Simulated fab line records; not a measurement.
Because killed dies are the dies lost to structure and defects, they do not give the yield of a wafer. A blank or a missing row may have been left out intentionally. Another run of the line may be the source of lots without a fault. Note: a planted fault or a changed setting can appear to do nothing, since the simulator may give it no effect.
Problem report in the 8D (eight disciplines) form, filled by code :: flow n5Finfet :: the parts of the form that need people (team, actions taken, sign-off) are left out

## 1. WHAT WENT WRONG
Mean of cdNm at N5_BEOL_M11_CD_MEAS_28: 95.7 nm across 6 wafers in 2 lots; on wafers with no fault it is 69.8 nm (standard deviation 1.2). That puts it +22 standard deviations away from the usual mean.
The step: target cd 70 nm.
First observed at day 14 07:34: wafer L106.1, on cdSem-01. The record holds 28 wafers of 10 lots with a number at this step. By rule, "out" or "out of limits" means more than 4 standard deviations away from the usual mean. The rest of the wafers with a number are treated as sound.

## 2. WHAT IT IS AND WHAT IT IS NOT
question: which readings at this step
is: cdNm
is not: -

question: which lots
is: L106, L108
is not: L102, L109, L112, L113, L990, L996, L997, L999

question: which wafers of those lots
is: all that have a number
is not: -

question: read on which gauges
is: cdSem-01, cdSem-02
is not: cdSem-03

question: when
is: from day 14 07:34
is not: up to then (14 sound wafers); but 8 sound wafers of L109, L112, L113 came after

## 3. WHAT RULES OUT EACH SUSPECT
Counting: any tool at a process step up to the reading is kept as a suspect provided that every lot that is out went through it and no sound lot did after the first of them.
- ruled out: the gauge at N5_BEOL_M11_CD_MEAS_28. Those wafers that are out were read across 2 gauges (cdSem-01, cdSem-02).
- rieDiel-05 at N5_BEOL_M11_DESCUM_16 (chemistry O2, time 7.9 s): ruled out as a lasting fault. Following L106 (day 14 06:50), the first lot on it that is out, the sound lots L109, L112, L113 were run on it.
- arfiScanner-02 at N5_BEOL_M11_EXPOSE_25 (exposes mask V10): kept. Every lot that is out went through it, starting with L106 (day 14 07:26), and after that it ran no sound lot; the last sound lot it ran before then is L102 (day 13 10:46). Out on those wafers are its own readings of exposureDoseMJCm2.
The count leaves arfiScanner-02 at N5_BEOL_M11_EXPOSE_25.

## 4. THE CAUSE (what the simulator had put in)
Process parameters drifting: arfiScanner-02 at N5_BEOL_M11_EXPOSE_25, beginning at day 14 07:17. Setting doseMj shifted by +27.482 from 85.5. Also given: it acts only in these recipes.
Only this tool survived the counting.

## 5. THE CHAIN OF EFFECTS, in route order
One row per reading whose mean, taken over the struck wafers that have a number, lies over 3 standard deviations from the usual. Readings are gone through only where the record gives a usual standard deviation; hours: the median, over the lots, of the time from a lot's start at the first step in this table giving one to that lot's start at this step; sigmas: the change measured in usual standard deviations.
hours: 0
step: N5_BEOL_M11_EXPOSE_25
reading: exposureDoseMJCm2
usual: 85.5
on struck wafers: 110.1
change: +24.6
sigmas: +79

hours: 0
step: N5_BEOL_M11_CD_MEAS_28
reading: cdNm
usual: 69.8 nm
on struck wafers: 95.7
change: +25.9
sigmas: +22

hours: 48
step: N5_PASSIVATION_PROBE_49
reading: defectLimitedYield
usual: 91.7 %
on struck wafers: 0.0
change: -91.7
sigmas: -54

hours: 48
step: N5_PASSIVATION_PROBE_49
reading: killed_at_M4_up
usual: 13
on struck wafers: 1068
change: +1055
sigmas: +99 or more

hours: 48
step: N5_PASSIVATION_PROBE_49
reading: killedDies
usual: 98
on struck wafers: 1180
change: +1082
sigmas: +54

hours: 48
step: N5_PASSIVATION_PROBE_49
reading: killedOnRim
usual: 13
on struck wafers: 152
change: +139
sigmas: +31

hours: 48
step: N5_PASSIVATION_PROBE_49
reading: sortNPass
usual: 1082
on struck wafers: 0
change: -1082
sigmas: -54

hours: 48
step: N5_PASSIVATION_PROBE_49
reading: sortYieldPct
usual: 91.7 %
on struck wafers: 0.0
change: -91.7
sigmas: -54
It contains these process steps:
- N5_BEOL_M11_EXPOSE_25: exposes mask V10.
- N5_PASSIVATION_PROBE_49

## 6. WHAT WOULD HAVE CAUGHT IT SOONER
The first out-of-limits reading at a measuring or inspecting step in this record came at day 14 07:34, 0 hours after the fault's start at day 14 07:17.
At N5_BEOL_M11_EXPOSE_25, the tool's own readings (exposureDoseMJCm2) were out on each struck wafer the step has a row for, so an alarm limit on them would have fired on the first such wafer.
Among the 2 lots that are out, L108 began N5_BEOL_M11_EXPOSE_25 on arfiScanner-02 after day 14 07:34. A tool hold placed at that time would have kept it from harm.
